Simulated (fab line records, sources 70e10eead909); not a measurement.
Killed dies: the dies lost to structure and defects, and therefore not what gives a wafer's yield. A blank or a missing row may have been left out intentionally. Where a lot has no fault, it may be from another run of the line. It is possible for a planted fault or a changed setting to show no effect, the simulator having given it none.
Matching of chambers / flow nand harc / NHARC_A_SGD_CUT_DEP_00 on pecvd-03: 3 sister chambers
The step deposits SiNx, target thk 50 nm. 3 wafers are shown with their chamber, then 10 later ones without.

== EACH WAFER AND ITS CHAMBER ==
wafer=L084.4; chamber=1; heater power w (W)=699
wafer=L089.2; chamber=0; heater power w (W)=564
wafer=L089.3; chamber=2; heater power w (W)=675

== WAFERS WHOSE CHAMBER IS MISSING ==
wafer=L089.5; heater power w (W)=565
wafer=L093.1; heater power w (W)=667
wafer=L093.2; heater power w (W)=752
wafer=L093.4; heater power w (W)=614
wafer=L093.3; heater power w (W)=624
wafer=L093.5; heater power w (W)=670
wafer=L093.6; heater power w (W)=758
wafer=L096.2; heater power w (W)=638
wafer=L096.3; heater power w (W)=534
wafer=L096.5; heater power w (W)=535

== WHICH CHAMBER EACH ONE RAN IN ==
wafer=L089.5; from the rows above=0; in truth=0
wafer=L093.1; from the rows above=can't be placed: 2 or 1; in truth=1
wafer=L093.2; from the rows above=can't be placed: 1 or 2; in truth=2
wafer=L093.4; from the rows above=can't be placed: 0 or 2 or 1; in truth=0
wafer=L093.3; from the rows above=can't be placed: 2 or 0 or 1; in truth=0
wafer=L093.5; from the rows above=can't be placed: 2 or 1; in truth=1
wafer=L093.6; from the rows above=can't be placed: 1 or 2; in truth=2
wafer=L096.2; from the rows above=can't be placed: 2 or 1 or 0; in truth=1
wafer=L096.3; from the rows above=0; in truth=0
wafer=L096.5; from the rows above=0; in truth=0
Placed correctly: 3 of 10. Cannot be placed on the basis of these rows: 7; the candidates contain the true chamber in 7. Placed wrongly: 0.
How it was worked out, from the rows above alone: a wafer's distance from a chamber is the root of the sum, over the readings, of the square of ((its reading less the chamber's mean) divided by the reading's scatter). If the next closest chamber is less than 2 further off than the closest, the wafer can't be placed; otherwise it belongs to the closest. The mean given for a chamber averages the wafers shown for that chamber. The scatter (one wafer shown for each chamber): square how far every hidden wafer sits from the nearest shown wafer, average those squares and take the square root.
